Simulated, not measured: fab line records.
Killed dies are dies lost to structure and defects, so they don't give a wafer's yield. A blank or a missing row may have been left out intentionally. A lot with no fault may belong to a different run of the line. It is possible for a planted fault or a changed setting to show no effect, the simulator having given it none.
fab line records ; flow nandHarc
record lots=7; wafers=21; lastDay=33
route steps=1302 shown A_CHANNEL_FILL_D1@506 A_DECK1_JOINT@518 END@1302
lots that met no fault: from a run of the same line without faults
startH: start of the lot's first displayed wafer, in hours after the record's first day ; waitH: hours from the lot's prior step to this one ; " same as the row above ; L1.1+2: a row that stands for several wafers ; - no value, or no start was given ; * or withheld: withheld ; < > ~ a bound
route shown NAME@n: a module of which the file shows steps, and the number in the route of the first ; usual: mean and standard deviation over wafers with no fault ; same: alike in all rows ; chamber/n: place in a boat ; sites: per-site readings ; _std_site: their standard deviation ; _edge_site: inner sites' mean taken away from outer sites' mean ; radiusMm: how far each site lies from the wafer's centre ; mask NAME#n: copy n ; behind: the last tool/chamber to shape the wafer ; hold: cause of the lot's hold/its duration in hours/its outcome ; device: whichever transistor did not switch (one of n, p or np) ; end of line: tests of these same wafers at the route's end ; a step with no rows: only its recipe ; killed: at the first sort, the dies lost to defects and structure; wafer yield is something else ; map: a wafer's dies, x killed, . not, _ none there
set.NAME: the setting as run; set.NAME@STEP: as run at that earlier step ; model.NAME: the simulator's own value behind a step, which no gauge read
lots at some steps of the route; a table a step, a row a wafer
services: the hour from which a tool's chamber was out of use, counted from the record's first day as startH (under 0 if before that day), plus the number of hours and why
## steps
# step NHARC_A_CHANNEL_FILL_D1_THK_MEAS_06
# recipe thkMeasGauge=ellipsometry
# usual thkNm=5.0/1
lot.wafer;tool;chamber;startH;waitH;thkNm
L522.1;filmMetro-02;-;230.54;0.4;5.0
L522.2;filmMetro-02;-;230.54;0.4;4.1
L522.4;filmMetro-02;-;230.54;0.4;4.6
L527.1;filmMetro-01;-;289.79;0.4;6.4
L527.2;filmMetro-01;-;289.79;0.4;4.4
L527.5;filmMetro-01;-;289.79;0.4;4.0
L528.4;filmMetro-02;-;289.79;0.4;4.3
L528.5;filmMetro-02;-;289.79;0.4;6.6
L528.6;filmMetro-02;-;289.79;0.4;3.7
L529.1;filmMetro-02;-;293.99;0.4;4.1
L529.4;filmMetro-02;-;293.99;0.4;5.1
L529.5;filmMetro-02;-;293.99;0.4;4.5
L537.1;filmMetro-01;-;377.79;0.4;4.5
L537.3;filmMetro-01;-;377.79;0.4;4.2
L537.4;filmMetro-01;-;377.79;0.4;5.4
L538.1;filmMetro-01;-;390.62;0.4;4.7
L538.3;filmMetro-01;-;390.62;0.4;4.2
L538.4;filmMetro-01;-;390.62;0.4;4.5
L545.3;filmMetro-02;-;453.11;0.4;6.5
L545.4;filmMetro-02;-;453.11;0.4;5.8
L545.6;filmMetro-02;-;453.11;0.4;6.6
# step NHARC_A_CHANNEL_FILL_D1_ALD_25
# recipe targetThkA=600; pulseTimeS=10; aldCycles=600; tempC=300; material=SiOx
# usual heaterPowerW=464/31; precursorPulseHeightRel=0.999/0.021; susceptorTempC=300.01/0.21
# same aldCycles=600
lot.wafer;tool;chamber;startH;waitH;heaterPowerW;precursorPulseHeightRel;susceptorTempC
L522.2;aldHk-03;0;231.42;0.9;505;0.987;300.32
L522.4;aldHk-03;1;231.42;0.9;464;1.002;300.04
L522.1;aldHk-03;2;231.42;0.9;504;1.025;299.82
L527.1;aldHk-01;3;289.85;0.1;423;1.021;300.17
L527.2;aldHk-01;2;291.70;1.9;442;0.990;300.14
L527.5;aldHk-01;0;292.93;3.1;422;1.001;300.43
L528.4;aldHk-02;0;290.47;0.7;497;0.999;300.07
L528.5;aldHk-02;3;292.34;2.5;450;0.994;300.06
L528.6;aldHk-02;0;292.34;2.5;493;0.995;300.39
L529.1;aldHk-03;1;294.04;0.1;452;0.990;300.12
L529.4;aldHk-03;3;298.95;5.0;444;0.990;300.06
L529.5;aldHk-03;2;306.31;12.3;508;0.990;299.81
L537.1;aldHk-01;3;377.85;0.1;431;1.006;300.03
L537.4;aldHk-01;1;379.09;1.3;441;0.998;300.02
L537.3;aldHk-01;2;379.09;1.3;442;1.014;300.11
L538.1;aldHk-01;1;391.29;0.7;437;1.014;299.72
L538.4;aldHk-01;2;391.29;0.7;447;1.019;299.90
L538.3;aldHk-01;3;391.29;0.7;444;0.996;300.02
L545.4;aldHk-03;3;453.77;0.7;461;0.994;299.88
L545.3;aldHk-03;0;453.77;0.7;501;1.014;299.84
L545.6;aldHk-03;2;455.60;2.5;492;1.027;300.17
# step NHARC_A_CHANNEL_FILL_D1_ETCHBACK_08
# recipe targetDepthA=2200; timeS=110; c4f8FlowSccm=20; arFlowSccm=withheld; rfW=600; biasW=300; chemistry=C4F8
# usual chamberPressureMTorr=25.003/0.022; oesProductAu=0.96/0.037; rfVppV=440/3.1
lot.wafer;tool;chamber;startH;waitH;chamberPressureMTorr;oesProductAu;rfHoursCounterH;rfVppV
L522.2;rieDiel-04;1;-;-;25.004;0.94;2.4;437
L522.1;rieDiel-04;3;-;-;25.031;0.92;2.6;445
L522.4;rieDiel-04;1;-;-;24.976;0.93;-;438
L527.1;rieDiel-01;3;-;-;25.025;0.98;3.9;437
L527.2;rieDiel-01;0;-;-;25.002;1.00;4.0;443
L527.5;rieDiel-01;0;-;-;24.991;0.99;-;443
L528.4;rieDiel-04;3;-;-;24.998;0.99;5.8;444
L528.5;rieDiel-04;1;-;-;24.999;1.01;-;438
L528.6;rieDiel-04;2;-;-;25.008;1.00;-;438
L529.4;rieDiel-04;2;310.62;9.2;24.987;0.93;4.5;435
L529.1;rieDiel-04;3;310.62;9.2;25.002;0.93;7.1;445
L529.5;rieDiel-04;2;310.62;9.2;24.987;0.93;-;436
L537.3;rieDiel-04;2;-;-;24.993;0.98;1.3;438
L537.1;rieDiel-04;3;-;-;24.996;0.99;1.4;445
L537.4;rieDiel-04;2;-;-;25.010;0.98;-;438
L538.1;rieDiel-05;1;-;-;25.004;0.92;2.8;437
L538.4;rieDiel-05;2;-;-;24.980;0.91;10.1;439
L538.3;rieDiel-05;0;-;-;25.009;0.92;10.1;440
L545.3;rieDiel-04;1;-;-;25.030;1.00;2.5;437
L545.4;rieDiel-04;3;-;-;24.972;0.99;5.0;446
L545.6;rieDiel-04;1;-;-;25.058;1.00;-;436
# step NHARC_A_CHANNEL_FILL_D1_STRIP_29
# recipe timeS=20; o2FlowSccm=500; arFlowSccm=0; biasW=0; chemistry=O2
# usual drypumpMotorCurrentA=5.5/0.35; o2FlowSccm=499.8/1.5; oesProductAu=0.996/0.0099; rfVppV=57.7/0.89; showerheadPlenumPTorr=3.51/0.16; throttleValvePct=17.036/0.0088
lot.wafer;tool;chamber;startH;waitH;drypumpMotorCurrentA;o2FlowSccm;oesProductAu;rfHoursCounterH;rfVppV;showerheadPlenumPTorr;throttleValvePct
L522.2;rieDiel-04;1;236.55;0.1;5.6;499.5;1.013;2.5;56.8;3.33;17.034
L522.1;rieDiel-04;3;236.55;0.1;5.2;501.1;1.007;2.6;58.8;3.78;17.031
L522.4;rieDiel-04;0;236.55;0.1;5.2;499.1;1.002;-;57.7;3.59;17.024
L528.4;rieDiel-04;1;-;-;5.5;501.7;1.008;4.6;56.8;3.33;17.035
L528.5;rieDiel-04;0;-;-;5.2;500.8;1.006;-;59.8;3.59;17.022
L528.6;rieDiel-04;1;-;-;5.6;500.2;1.006;-;58.6;3.33;17.031
L527.2;rieDiel-01;1;295.59;0.1;5.6;498.7;1.001;3.7;58.8;3.54;17.028
L527.1;rieDiel-01;3;295.59;0.1;5.3;501.9;0.994;3.9;56.6;3.30;17.035
L527.5;rieDiel-01;3;295.59;0.1;5.3;500.8;0.995;-;58.2;3.30;17.028
L529.4;rieDiel-04;3;-;-;5.2;499.5;0.994;7.1;57.7;3.78;17.040
L529.1;rieDiel-04;2;-;-;5.8;501.2;1.003;4.6;57.1;3.31;17.044
L529.5;rieDiel-04;3;-;-;5.2;501.1;1.012;-;57.3;3.78;17.044
L537.3;rieDiel-04;2;383.61;0.2;5.8;499.3;0.987;1.3;58.2;3.31;17.048
L537.1;rieDiel-04;3;383.61;0.2;5.2;499.1;0.987;1.4;59.3;3.78;17.034
L537.4;rieDiel-04;3;383.61;0.2;5.2;500.5;0.983;-;58.8;3.78;17.041
L538.4;rieDiel-05;0;-;-;5.9;501.0;1.001;10.2;57.5;3.50;17.021
L538.1;rieDiel-05;1;-;-;5.3;498.3;0.977;2.9;57.5;3.31;17.050
L538.3;rieDiel-05;2;-;-;5.0;494.5;0.991;10.2;57.0;3.48;17.037
L545.3;rieDiel-04;1;-;-;5.6;498.9;0.995;2.5;58.9;3.32;17.036
L545.4;rieDiel-04;2;-;-;5.8;499.9;0.983;5.0;55.7;3.31;17.040
L545.6;rieDiel-04;3;-;-;5.2;499.6;0.991;-;58.2;3.78;17.042
# step NHARC_A_CHANNEL_FILL_D1_PRECLEAN_30
# recipe timeS=30; chemistry=dHF
# step NHARC_A_CHANNEL_FILL_D1_SRD_31
# step NHARC_A_CHANNEL_FILL_D1_CVD_09
# recipe targetThkA=1500; tempC=620; pressureMtorr=200; timeS=3000; material=poly-Si
# step NHARC_A_CHANNEL_FILL_D1_CMP_10
# recipe targetThkNm=150
# usual motorCurrentA=11.6/1.2; timeToEndpointS=14.4/2.7
lot.wafer;tool;chamber;startH;waitH;motorCurrentA;timeToEndpointS
L522.2;cmp-01;0;241.81;0.4;9.7;11.4
L522.1;cmp-01;1;241.81;0.4;10.0;10.8
L522.4;cmp-01;2;241.81;0.4;11.3;18.6
L528.4;cmp-04;3;301.37;0.4;10.4;11.2
L528.6;cmp-04;3;301.37;0.4;10.6;10.2
L528.5;cmp-04;0;301.37;0.4;11.8;13.4
L527.2;cmp-03;1;301.42;0.4;12.8;16.3
L527.1;cmp-03;2;301.42;0.4;11.8;14.7
L527.5;cmp-03;3;301.42;0.4;11.5;15.1
L529.4;cmp-04;1;316.55;0.4;12.0;12.5
L529.1;cmp-04;0;316.55;0.4;11.4;10.7
L529.5;cmp-04;1;316.55;0.4;12.0;10.3
L537.1;cmp-03;0;389.08;0.4;12.6;15.1
L537.3;cmp-03;2;389.08;0.4;11.5;13.4
L537.4;cmp-03;3;389.08;0.4;11.4;13.6
L538.1;cmp-01;2;402.82;0.4;10.7;19.2
L538.3;cmp-01;3;402.82;0.4;10.9;15.7
L538.4;cmp-01;0;402.82;0.4;9.4;11.7
L545.3;cmp-03;2;464.35;0.4;11.5;14.6
L545.4;cmp-03;3;464.35;0.4;12.4;17.3
L545.6;cmp-03;2;464.35;0.4;11.8;13.8
# step NHARC_A_CHANNEL_FILL_D1_SRD_12
# step NHARC_A_CHANNEL_FILL_D1_INSPECT_13
# usual rawDefectCount=289/95
lot.wafer;tool;chamber;startH;waitH;rawDefectCount
L522.1;defectInspect-02;-;242.22;0.0;179
L522.2;defectInspect-02;-;242.22;0.0;137
L522.4;defectInspect-02;-;242.22;0.0;171
L528.4;defectInspect-02;-;301.78;0.0;452
L528.5;defectInspect-02;-;301.78;0.0;402
L528.6;defectInspect-02;-;301.78;0.0;232
L527.1;defectInspect-01;-;301.78;0.0;477
L527.2;defectInspect-01;-;301.78;0.0;255
L527.5;defectInspect-01;-;301.78;0.0;366
L529.1;defectInspect-02;-;316.96;0.0;306
L529.4;defectInspect-02;-;316.96;0.0;142
L529.5;defectInspect-02;-;316.96;0.0;271
L537.1;defectInspect-02;-;389.50;0.0;152
L537.3;defectInspect-02;-;389.50;0.0;220
L537.4;defectInspect-02;-;389.50;0.0;266
L538.1;defectInspect-02;-;403.21;0.0;190
L538.3;defectInspect-02;-;403.21;0.0;301
L538.4;defectInspect-02;-;403.21;0.0;332
L545.3;defectInspect-02;-;464.78;0.0;401
L545.4;defectInspect-02;-;464.78;0.0;481
L545.6;defectInspect-02;-;464.78;0.0;417
# step NHARC_A_DECK1_JOINT_ETCHBACK_07
# recipe targetDepthA=1050; timeS=26.9; hbrFlowSccm=150; rfW=350; icpW=350; biasW=60; chemistry=HBr
# usual biasW=60.03/0.19; chamberPressureMTorr=15.000/0.014; drypumpMotorCurrentA=5.7/0.42; hbrFlowSccm=150.0/0.45; oesProductAu=0.998/0.01; throttleValvePct=23.265/0.0099
lot.wafer;tool;chamber;startH;waitH;biasW;chamberPressureMTorr;drypumpMotorCurrentA;hbrFlowSccm;oesProductAu;rfHoursCounterH;throttleValvePct
L522.4;rieSi-05;2;242.29;0.1;60.03;15.017;6.6;150.4;0.998;0.9;23.282
L522.2;rieSi-05;3;242.29;0.1;60.25;15.008;5.9;150.3;0.995;0.8;23.265
L522.1;rieSi-05;0;242.29;0.1;60.01;14.999;6.5;149.8;1.009;0.8;23.256
L527.2;rieSi-05;3;301.84;0.1;-;-;-;-;-;-;-
L527.1;rieSi-05;2;301.84;0.1;-;-;-;-;-;-;-
L527.5;rieSi-05;0;301.84;0.1;-;-;-;-;-;-;-
L528.4;rieSi-04;3;301.88;0.1;-;-;-;-;-;-;-
L528.6;rieSi-04;0;301.88;0.1;-;-;-;-;-;-;-
L528.5;rieSi-04;1;301.88;0.1;-;-;-;-;-;-;-
L529.1;rieSi-04;1;317.03;0.1;-;-;-;-;-;-;-
L529.4;rieSi-04;0;317.03;0.1;-;-;-;-;-;-;-
L529.5;rieSi-04;2;317.03;0.1;-;-;-;-;-;-;-
L537.1;rieSi-04;2;389.57;0.1;59.84;14.998;5.6;150.0;0.990;0.2;23.262
L537.4;rieSi-04;3;389.57;0.1;60.02;15.007;5.4;151.0;0.991;0.2;23.284
L537.3;rieSi-04;0;389.57;0.1;60.03;14.999;5.2;152.0;1.002;0.2;23.267
L538.1;rieSi-06;0;403.27;0.1;59.96;15.028;5.4;150.3;0.995;0.8;23.268
L538.4;rieSi-06;1;403.27;0.1;59.88;15.009;5.5;150.6;0.988;0.8;23.267
L538.3;rieSi-06;2;403.27;0.1;59.91;14.996;5.9;150.1;1.001;0.9;23.279
L545.4;rieSi-06;3;464.84;0.1;60.00;15.028;5.8;149.9;0.992;0.2;23.276
L545.3;rieSi-06;2;464.84;0.1;59.82;14.984;5.9;149.9;1.002;0.2;23.257
L545.6;rieSi-06;3;464.84;0.1;59.94;14.996;5.8;149.8;0.984;-;23.271
# step NHARC_A_DECK1_JOINT_ETCH_25
# recipe targetDepthA=5; chemistry=dHF; material=SiO2
# step NHARC_END_SORT_01
# recipe tempC=25
# usual killedAtArray=46/16; killedAtOther=0.9/1.3; killedAtPeriphery=4.1/3; killedDies=51/17; killedOpen=3.5/1.8; killedShort=2.5/1.8
# same grossDies=677
lot.wafer;tool;chamber;startH;waitH;killedAtArray;killedAtOther;killedAtPeriphery;killedDies;killedOpen;killedShort
L527.1;prober-02;0;625.73;2.5;675;2;0;677;3;1
L527.2;prober-02;0;626.54;2.8;672;0;5;677;3;1
L527.5;prober-02;0;628.94;3.7;673;3;1;677;5;1
L528.4;prober-01;0;638.95;3.4;675;0;2;677;2;3
L528.5;prober-01;0;639.74;3.6;676;1;0;677;2;1
L528.6;prober-01;0;640.52;3.9;675;0;2;677;0;0
L529.1;prober-02;0;642.39;2.5;673;1;3;677;5;2
L529.4;prober-02;0;644.82;3.4;676;0;1;677;3;1
L529.5;prober-02;0;645.63;3.7;674;1;2;677;5;5
# killed by level:class
L527.1 A_DECK1_JOINT:areaEtchback=631 A_CHANNEL_HOLE_D1:chamberFilmFlake=14 A_CHANNEL_HOLE_D2:chamberFilmFlake=9 A_CONTACT:chamberFilmFlake=8 A_STAIRCASE:chamberFilmFlake=6 A_DECK1_JOINT:geometricParticle:open=2 A_WL_FILL:chamberFilmFlake=2 A_CHANNEL_HOLE_D1:geometricParticle:open=1
L527.2 A_DECK1_JOINT:areaEtchback=603 A_CHANNEL_HOLE_D1:chamberFilmFlake=31 A_CHANNEL_HOLE_D2:chamberFilmFlake=20 A_STAIRCASE:chamberFilmFlake=6 A_CONTACT:chamberFilmFlake=6 P_M0:chamberFilmFlake=2 A_SLIT:chamberFilmFlake=2 A_WL_FILL:chamberFilmFlake=2
L527.5 A_DECK1_JOINT:areaEtchback=602 A_CHANNEL_HOLE_D1:chamberFilmFlake=32 A_CHANNEL_HOLE_D2:chamberFilmFlake=21 A_WL_FILL:chamberFilmFlake=5 A_CONTACT:chamberFilmFlake=5 A_STAIRCASE:chamberFilmFlake=3 THIN_TSV:chamberFilmFlake=3 P_M1:geometricParticle:open=1
L528.4 A_DECK1_JOINT:areaEtchback=642 A_CHANNEL_HOLE_D2:chamberFilmFlake=9 A_CONTACT:chamberFilmFlake=7 A_BLC:chamberFilmFlake=6 A_ONON_D2:geometricParticle:short=2 A_ZERO_WELL:chamberFilmFlake=2 A_CHANNEL_HOLE_D1:chamberFilmFlake=2 A_SLIT:chamberFilmFlake=2
L528.5 A_DECK1_JOINT:areaEtchback=643 A_CHANNEL_HOLE_D2:chamberFilmFlake=15 A_CONTACT:chamberFilmFlake=7 A_CHANNEL_HOLE_D1:chamberFilmFlake=3 A_BLC:chamberFilmFlake=3 A_ONON_D2:geometricParticle:open=1 A_WL_FILL:geometricParticle:open=1 A_WL_FILL:geometricParticle:short=1
L528.6 A_DECK1_JOINT:areaEtchback=659 A_CHANNEL_HOLE_D2:chamberFilmFlake=7 A_CONTACT:chamberFilmFlake=3 P_ZERO_WELL:chamberFilmFlake=2 A_BLC:chamberFilmFlake=2 A_ZERO_WELL:chamberFilmFlake=1 A_CHANNEL_HOLE_D1:chamberFilmFlake=1 A_CHANNEL_FILL_D2:chamberFilmFlake=1
L529.1 A_DECK1_JOINT:areaEtchback=624 A_CHANNEL_HOLE_D2:chamberFilmFlake=32 A_CHANNEL_HOLE_D1:chamberFilmFlake=4 A_DECK1_JOINT:chamberFilmFlake=3 A_M0:geometricParticle:open=2 A_SLIT:chamberFilmFlake=2 A_WL_FILL:chamberFilmFlake=2 P_CONTACT:geometricParticle:open=1
L529.4 A_DECK1_JOINT:areaEtchback=641 A_CHANNEL_HOLE_D2:chamberFilmFlake=22 A_CHANNEL_HOLE_D1:chamberFilmFlake=3 A_DECK1_JOINT:chamberFilmFlake=2 A_ONON_D1:geometricParticle:open=1 A_CHANNEL_FILL_D1:geometricParticle:short=1 A_CHANNEL_FILL_D2:geometricParticle:open=1 A_BLC:geometricParticle:open=1
L529.5 A_DECK1_JOINT:areaEtchback=629 A_CHANNEL_HOLE_D2:chamberFilmFlake=28 A_CHANNEL_HOLE_D1:chamberFilmFlake=3 P_CONTACT:geometricParticle:open=2 A_M0:geometricParticle:short=2 A_M1:geometricParticle:open=2 A_STAIRCASE:chamberFilmFlake=2 A_WL_FILL:chamberFilmFlake=2
# map L527.1 (x killed, . not)
____________x____________
_________xxxxxxx_________
_______xxxxxxxxxxx_______
______xxxxxxxxxxxxx______
_____xxxxxxxxxxxxxxx_____
____xxxxxxxxxxxxxxxxx____
____xxxxxxxxxxxxxxxxx____
___xxxxxxxxxxxxxxxxxxx___
___xxxxxxxxxxxxxxxxxxx___
__xxxxxxxxxxxxxxxxxxxxx__
__xxxxxxxxxxxxxxxxxxxxx__
_xxxxxxxxxxxxxxxxxxxxxxx_
_xxxxxxxxxxxxxxxxxxxxxxx_
_xxxxxxxxxxxxxxxxxxxxxxx_
_xxxxxxxxxxxxxxxxxxxxxxx_
_xxxxxxxxxxxxxxxxxxxxxxx_
xxxxxxxxxxxxxxxxxxxxxxxxx
xxxxxxxxxxxxxxxxxxxxxxxxx
xxxxxxxxxxxxxxxxxxxxxxxxx
xxxxxxxxxxxxxxxxxxxxxxxxx
xxxxxxxxxxxxxxxxxxxxxxxxx
_xxxxxxxxxxxxxxxxxxxxxxx_
_xxxxxxxxxxxxxxxxxxxxxxx_
_xxxxxxxxxxxxxxxxxxxxxxx_
_xxxxxxxxxxxxxxxxxxxxxxx_
_xxxxxxxxxxxxxxxxxxxxxxx_
__xxxxxxxxxxxxxxxxxxxxx__
__xxxxxxxxxxxxxxxxxxxxx__
___xxxxxxxxxxxxxxxxxxx___
___xxxxxxxxxxxxxxxxxxx___
____xxxxxxxxxxxxxxxxx____
____xxxxxxxxxxxxxxxxx____
_____xxxxxxxxxxxxxxx_____
______xxxxxxxxxxxxx______
_______xxxxxxxxxxx_______
_________xxxxxxx_________
____________x____________
# map L528.4 (x killed, . not)
____________x____________
_________xxxxxxx_________
_______xxxxxxxxxxx_______
______xxxxxxxxxxxxx______
_____xxxxxxxxxxxxxxx_____
____xxxxxxxxxxxxxxxxx____
____xxxxxxxxxxxxxxxxx____
___xxxxxxxxxxxxxxxxxxx___
___xxxxxxxxxxxxxxxxxxx___
__xxxxxxxxxxxxxxxxxxxxx__
__xxxxxxxxxxxxxxxxxxxxx__
_xxxxxxxxxxxxxxxxxxxxxxx_
_xxxxxxxxxxxxxxxxxxxxxxx_
_xxxxxxxxxxxxxxxxxxxxxxx_
_xxxxxxxxxxxxxxxxxxxxxxx_
_xxxxxxxxxxxxxxxxxxxxxxx_
xxxxxxxxxxxxxxxxxxxxxxxxx
xxxxxxxxxxxxxxxxxxxxxxxxx
xxxxxxxxxxxxxxxxxxxxxxxxx
xxxxxxxxxxxxxxxxxxxxxxxxx
xxxxxxxxxxxxxxxxxxxxxxxxx
_xxxxxxxxxxxxxxxxxxxxxxx_
_xxxxxxxxxxxxxxxxxxxxxxx_
_xxxxxxxxxxxxxxxxxxxxxxx_
_xxxxxxxxxxxxxxxxxxxxxxx_
_xxxxxxxxxxxxxxxxxxxxxxx_
__xxxxxxxxxxxxxxxxxxxxx__
__xxxxxxxxxxxxxxxxxxxxx__
___xxxxxxxxxxxxxxxxxxx___
___xxxxxxxxxxxxxxxxxxx___
____xxxxxxxxxxxxxxxxx____
____xxxxxxxxxxxxxxxxx____
_____xxxxxxxxxxxxxxx_____
______xxxxxxxxxxxxx______
_______xxxxxxxxxxx_______
_________xxxxxxx_________
____________x____________
## services
tool;chamber;startH;hours;kind
cmp-04;-;209.00;4.0;pm
aldHk-03;-;213.63;10.0;pm
cmp-03;-;217.35;2.0;repair
rieSi-05;0;225.92;9.0;repair
rieDiel-05;-;229.60;9.0;pm
rieDiel-04;2;235.87;5.6;repair
rieDiel-04;1;236.76;4.6;repair
rieDiel-01;0;247.16;2.2;repair
rieSi-04;2;255.06;5.7;repair
cmp-03;-;260.00;4.0;pm
cmp-03;-;276.08;1.1;repair
aldHk-01;-;297.16;10.0;pm
rieDiel-04;2;298.19;2.4;repair
cmp-03;-;303.39;1.5;repair
rieDiel-04;0;312.23;18.8;repair
rieSi-04;-;342.00;9.0;pm
rieDiel-04;-;354.90;9.0;pm
cmp-03;-;358.00;4.0;pm
rieDiel-04;1;371.15;31.6;repair
rieSi-04;-;398.15;1.2;repair
rieDiel-04;-;399.13;1.2;repair
cmp-03;-;456.02;4.0;pm
aldHk-03;-;458.51;0.9;repair
rieSi-04;2;459.69;12.7;repair
## key
firstSign step=NHARC_A_DECK1_JOINT_ETCHBACK_07; reading=toolRecord; direction=missing
effect step=NHARC_END_SORT_01; reading=killedAtArray; direction=up; sigmas=38; usual=46; struck=674
moreKillsBornAt NHARC_A_DECK1_JOINT_ETCHBACK_07@rieSi-04=3838; NHARC_A_DECK1_JOINT_ETCHBACK_07@rieSi-05=1836
metAt NHARC_A_DECK1_JOINT_ETCHBACK_07
struckWafers L527.1,L527.2,L527.5,L528.4,L528.5,L528.6,L529.1,L529.4,L529.5
laterRowsLeftOut L527.1,L527.2,L527.5,L528.4,L528.5,L528.6,L529.1,L529.4,L529.5
testerLeftOut L527,L528,L529
onsetBetween 242.29 301.84
fault kind=skippedStepWhole; tool=rieSi-04,rieSi-05; chamber=-; onsetH=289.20; steps=NHARC_A_DECK1_JOINT_ETCHBACK_07; scope=struckLotsOnly
# testerLeftOut: of these lots the tester's yield and bins aren't shown, on N5 and GAA mostly nor the transistor test; their killed dies are dies lost to structure and defects alone, not to doping, threshold or leakage, so they don't give the yield
# laterRowsLeftOut: the simulator's readings of these wafers behind a module that went badly wrong aren't trusted and aren't shown, but for the sort
